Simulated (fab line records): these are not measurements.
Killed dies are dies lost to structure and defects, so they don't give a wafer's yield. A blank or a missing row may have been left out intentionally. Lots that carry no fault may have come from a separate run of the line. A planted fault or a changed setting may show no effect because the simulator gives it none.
What tool caused it? / flow nand-harc / 14 lots, 42 wafers sampled, at 5 steps of a route of 1159

## WHAT THE GAUGES READ, wafer by wafer
NHARC_P_GATE_INSPECT_68. Usual: 225 for raw-defect-count, sd 100.
lot=L297; measured=day 5 08:43; on=defect-inspect-02; raw-defect-count=274 268 412; flag=
lot=L298; measured=day 5 16:08; on=defect-inspect-01; raw-defect-count=265 242 199; flag=
lot=L300; measured=day 6 03:48; on=defect-inspect-01; raw-defect-count=238 256 374; flag=
lot=L299; measured=day 6 04:10; on=defect-inspect-02; raw-defect-count=128 105 126; flag=
lot=L301; measured=day 6 14:28; on=defect-inspect-01; raw-defect-count=136 183 163; flag=
lot=L302; measured=day 6 14:59; on=defect-inspect-01; raw-defect-count=154 248 178; flag=
lot=L303; measured=day 7 07:14; on=defect-inspect-02; raw-defect-count=150 112 159; flag=
lot=L305; measured=day 7 07:43; on=defect-inspect-01; raw-defect-count=122 91 136; flag=
lot=L304; measured=day 7 08:28; on=defect-inspect-02; raw-defect-count=132 220 525; flag=
lot=L307; measured=day 8 04:23; on=defect-inspect-02; raw-defect-count=833 925 998; flag=OFF
lot=L310; measured=day 8 22:50; on=defect-inspect-01; raw-defect-count=1157 890 1129; flag=OFF
lot=L316; measured=day 10 08:13; on=defect-inspect-01; raw-defect-count=347 267 326; flag=
lot=L318; measured=day 10 13:34; on=defect-inspect-01; raw-defect-count=179 157 215; flag=
lot=L319; measured=day 10 23:16; on=defect-inspect-02; raw-defect-count=215 316 328; flag=

NHARC_END_SORT_01. Usual: killed-at-array 31, standard deviation 12; killed-at-other 0.6, standard deviation 0.85; killed-at-periphery 3.0, standard deviation 2.3; killed-dies 35, standard deviation 12; killed-open 3.2, standard deviation 1.9; killed-short 1.8, standard deviation 1.4.
lot=L307; measured=day 22 04:41; on=prober-01; killed-at-array=30 32 28; killed-at-other=1 2 1; killed-at-periphery=68 64 88; killed-dies=99 98 117; killed-open=2 3 1; killed-short=2 1 0; flag=OFF
lot=L310; measured=day 23 13:31; on=prober-02; killed-at-array=36 29 33; killed-at-other=0 1 1; killed-at-periphery=93 47 66; killed-dies=129 77 100; killed-open=4 3 5; killed-short=2 3 1; flag=OFF
lot=L316; measured=day 24 05:10; on=prober-02; killed-at-array=15 9 23; killed-at-other=0 0 1; killed-at-periphery=5 2 7; killed-dies=20 11 31; killed-open=2 2 5; killed-short=1 1 6; flag=

## EACH LOT AND THE TOOL THAT RAN IT (in order: tool; ch and the chambers of the sampled wafers; start)
lot=L297; NHARC_P_GATE_STRIP_35=wet-bench-02 ch 0,4,7, day 4 15:25; NHARC_P_GATE_DEGAS_109=pvd-sputter-02, day 5 07:47; NHARC_P_CONTACT_DEP_30=pecvd-04 ch 0,1, day 5 09:23
lot=L298; NHARC_P_GATE_STRIP_35=wet-bench-02 ch 0,1,3, day 4 22:18; NHARC_P_GATE_DEGAS_109=pvd-sputter-02, day 5 15:11; NHARC_P_CONTACT_DEP_30=pecvd-04 ch 1,2, day 5 16:12
lot=L300; NHARC_P_GATE_STRIP_35=wet-bench-02 ch 1,4,6, day 5 09:52; NHARC_P_GATE_DEGAS_109=pvd-sputter-02, day 6 02:51; NHARC_P_CONTACT_DEP_30=pecvd-02 ch 1,2, day 6 03:55
lot=L299; NHARC_P_GATE_STRIP_35=wet-bench-02 ch 4,6,7, day 5 10:39; NHARC_P_GATE_DEGAS_109=pvd-sputter-03, day 6 03:13; NHARC_P_CONTACT_DEP_30=pecvd-02 ch 0,1,2, day 6 04:24
lot=L301; NHARC_P_GATE_STRIP_35=wet-bench-05 ch 1,3,6, day 5 20:47; NHARC_P_GATE_DEGAS_109=pvd-sputter-01, day 6 13:27; NHARC_P_CONTACT_DEP_30=pecvd-02 ch 1,2, day 6 14:32
lot=L302; NHARC_P_GATE_STRIP_35=wet-bench-02 ch 0,6,7, day 5 21:25; NHARC_P_GATE_DEGAS_109=pvd-sputter-02, day 6 14:02; NHARC_P_CONTACT_DEP_30=pecvd-04 ch 0,1,2, day 6 15:03
lot=L303; NHARC_P_GATE_STRIP_35=wet-bench-01 ch 4,5,6, day 6 13:41; NHARC_P_GATE_DEGAS_109=pvd-sputter-01, day 7 06:10; NHARC_P_CONTACT_DEP_30=pecvd-03 ch 1,2, day 7 07:23
lot=L305; NHARC_P_GATE_STRIP_35=wet-bench-05 ch 2,5,6, day 6 13:55; NHARC_P_GATE_DEGAS_109=pvd-sputter-03, day 7 06:41; NHARC_P_CONTACT_DEP_30=pecvd-03 ch 1,2, day 7 07:48
lot=L304; NHARC_P_GATE_STRIP_35=wet-bench-02 ch 1,4,5, day 6 14:25; NHARC_P_GATE_DEGAS_109=pvd-sputter-02, day 7 07:31; NHARC_P_CONTACT_DEP_30=pecvd-04 ch 0,1, day 7 08:34
lot=L307; NHARC_P_GATE_STRIP_35=wet-bench-02 ch 2,3,4, day 7 10:50; NHARC_P_GATE_DEGAS_109=pvd-sputter-03, day 8 03:16; NHARC_P_CONTACT_DEP_30=pecvd-03 ch 0,1, day 8 04:45
lot=L310; NHARC_P_GATE_STRIP_35=wet-bench-02 ch 2,5,7, day 8 03:39; NHARC_P_GATE_DEGAS_109=pvd-sputter-01, day 8 21:52; NHARC_P_CONTACT_DEP_30=pecvd-04 ch 0,1,2, day 8 22:59
lot=L316; NHARC_P_GATE_STRIP_35=wet-bench-05 ch 3,5,6, day 9 13:31; NHARC_P_GATE_DEGAS_109=pvd-sputter-03, day 10 06:13; NHARC_P_CONTACT_DEP_30=pecvd-03 ch 0,1, day 10 08:17
lot=L318; NHARC_P_GATE_STRIP_35=wet-bench-01 ch 0,1,3, day 9 19:11; NHARC_P_GATE_DEGAS_109=pvd-sputter-03, day 10 12:34; NHARC_P_CONTACT_DEP_30=pecvd-02 ch 0,1,2, day 10 13:38
lot=L319; NHARC_P_GATE_STRIP_35=wet-bench-05 ch 1,3,5, day 10 05:54; NHARC_P_GATE_DEGAS_109=pvd-sputter-03, day 10 22:16; NHARC_P_CONTACT_DEP_30=pecvd-04 ch 0,2, day 10 23:27
- NHARC_P_GATE_STRIP_35: strips in SPM, time 600 s.
- NHARC_P_GATE_DEGAS_109: time 60 s.
- NHARC_P_CONTACT_DEP_30: deposits SiNx, target thk 30 nm.

## AS READ BY THE TOOLS THEMSELVES (means over the sampled wafers that have a number; for cases with no such wafer, the mark the record gives instead)
NHARC_P_GATE_STRIP_35. Usual: bath-guard-temp-C 130.1 C, standard deviation 0.5; temp-c 129.98 C, standard deviation 0.13.
lot=L297; tool=wet-bench-02; bath-guard-temp-C (C)=129.9; temp-c (C)=129.86; flag=
lot=L298; tool=wet-bench-02; bath-guard-temp-C (C)=129.9; temp-c (C)=129.98; flag=
lot=L300; tool=wet-bench-02; bath-guard-temp-C (C)=129.9; temp-c (C)=130.05; flag=
lot=L299; tool=wet-bench-02; bath-guard-temp-C (C)=129.9; temp-c (C)=130.04; flag=
lot=L301; tool=wet-bench-05; bath-guard-temp-C (C)=130.5; temp-c (C)=129.89; flag=
lot=L302; tool=wet-bench-02; bath-guard-temp-C (C)=129.7; temp-c (C)=129.94; flag=
lot=L303; tool=wet-bench-01; bath-guard-temp-C (C)=130.4; temp-c (C)=129.89; flag=
lot=L305; tool=wet-bench-05; bath-guard-temp-C (C)=130.7; temp-c (C)=129.92; flag=
lot=L304; tool=wet-bench-02; bath-guard-temp-C (C)=130.0; temp-c (C)=130.05; flag=
lot=L307; tool=wet-bench-02; bath-guard-temp-C (C)=130.2; temp-c (C)=130.11; flag=
lot=L310; tool=wet-bench-02; bath-guard-temp-C (C)=129.3; temp-c (C)=130.09; flag=
lot=L316; tool=wet-bench-05; bath-guard-temp-C (C)=130.6; temp-c (C)=129.95; flag=
lot=L318; tool=wet-bench-01; bath-guard-temp-C (C)=130.4; temp-c (C)=129.95; flag=
lot=L319; tool=wet-bench-05; bath-guard-temp-C (C)=130.4; temp-c (C)=130.06; flag=

NHARC_P_GATE_DEGAS_109. Usual: 466 W for heater-power-w, sd 51.
lot=L297; tool=pvd-sputter-02; heater-power-w (W)=531; flag=
lot=L298; tool=pvd-sputter-02; heater-power-w (W)=526; flag=
lot=L300; tool=pvd-sputter-02; heater-power-w (W)=511; flag=
lot=L299; tool=pvd-sputter-03; heater-power-w (W)=416; flag=
lot=L301; tool=pvd-sputter-01; heater-power-w (W)=426; flag=
lot=L302; tool=pvd-sputter-02; heater-power-w (W)=530; flag=
lot=L303; tool=pvd-sputter-01; heater-power-w (W)=461; flag=
lot=L305; tool=pvd-sputter-03; heater-power-w (W)=465; flag=
lot=L304; tool=pvd-sputter-02; heater-power-w (W)=538; flag=
lot=L307; tool=pvd-sputter-03; heater-power-w (W)=432; flag=
lot=L310; tool=pvd-sputter-01; heater-power-w (W)=441; flag=
lot=L316; tool=pvd-sputter-03; heater-power-w (W)=453; flag=
lot=L318; tool=pvd-sputter-03; heater-power-w (W)=417; flag=
lot=L319; tool=pvd-sputter-03; heater-power-w (W)=443; flag=

NHARC_P_CONTACT_DEP_30. Usual: heater-power-w 715 W, standard deviation 110; rf-fwd-power-W 448.9 W, standard deviation 1.5.
lot=L297; tool=pecvd-04; heater-power-w (W)=733; rf-fwd-power-W (W)=448.6; flag=
lot=L298; tool=pecvd-04; heater-power-w (W)=671; rf-fwd-power-W (W)=449.7; flag=
lot=L300; tool=pecvd-02; heater-power-w (W)=697; rf-fwd-power-W (W)=449.0; flag=
lot=L299; tool=pecvd-02; heater-power-w (W)=691; rf-fwd-power-W (W)=448.8; flag=
lot=L301; tool=pecvd-02; heater-power-w (W)=744; rf-fwd-power-W (W)=449.7; flag=
lot=L302; tool=pecvd-04; heater-power-w (W)=652; rf-fwd-power-W (W)=449.3; flag=
lot=L303; tool=pecvd-03; heater-power-w (W)=835; rf-fwd-power-W (W)=448.6; flag=
lot=L305; tool=pecvd-03; heater-power-w (W)=760; rf-fwd-power-W (W)=448.8; flag=
lot=L304; tool=pecvd-04; heater-power-w (W)=734; rf-fwd-power-W (W)=447.5; flag=
lot=L307; tool=pecvd-03; heater-power-w (W)=709; rf-fwd-power-W (W)=449.9; flag=
lot=L310; tool=pecvd-04; heater-power-w (W)=620; rf-fwd-power-W (W)=448.1; flag=
lot=L316; tool=pecvd-03; heater-power-w (W)=681; rf-fwd-power-W (W)=448.1; flag=
lot=L318; tool=pecvd-02; heater-power-w (W)=742; rf-fwd-power-W (W)=448.9; flag=
lot=L319; tool=pecvd-04; heater-power-w (W)=631; rf-fwd-power-W (W)=449.3; flag=

## THE ANSWER, worked out from the rows above alone
Rule: a lot is off if the mean of its wafers that have a number lies more than 3 standard deviations from the usual mean. A lot without any number at a reading at which 4 lots or more have one is off too. The other lots that the step has rows for count as sound. First the gauges in route order, then the tools' own readings, where a lot's mean is used as printed above. At the first step where some lot is off, the reading lying furthest off is the one used; lots without a number count as furthest.
Off: L307, L310 (NHARC_P_GATE_INSPECT_68, raw-defect-count).
A tool fits if, at a process step before that reading, it ran every lot that is off, and no sound lot after the first of them. The gauges at NHARC_P_GATE_INSPECT_68 aren't tried: what is off there is off at NHARC_END_SORT_01 too, on other tools, and a gauge's error can't cause that. One fits: NHARC_P_GATE_STRIP_35 on wet-bench-02. A fault onset in the window from L304 (day 6 14:25, its last sound lot) to L307 (day 7 10:50, its first lot off) fits.

## WHAT THE SIMULATOR HAD PUT IN
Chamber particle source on wet-bench-02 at NHARC_P_GATE_STRIP_35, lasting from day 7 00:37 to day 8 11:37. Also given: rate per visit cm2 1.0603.
Lots struck among those shown: L307, L310. Same finding as the rule above.
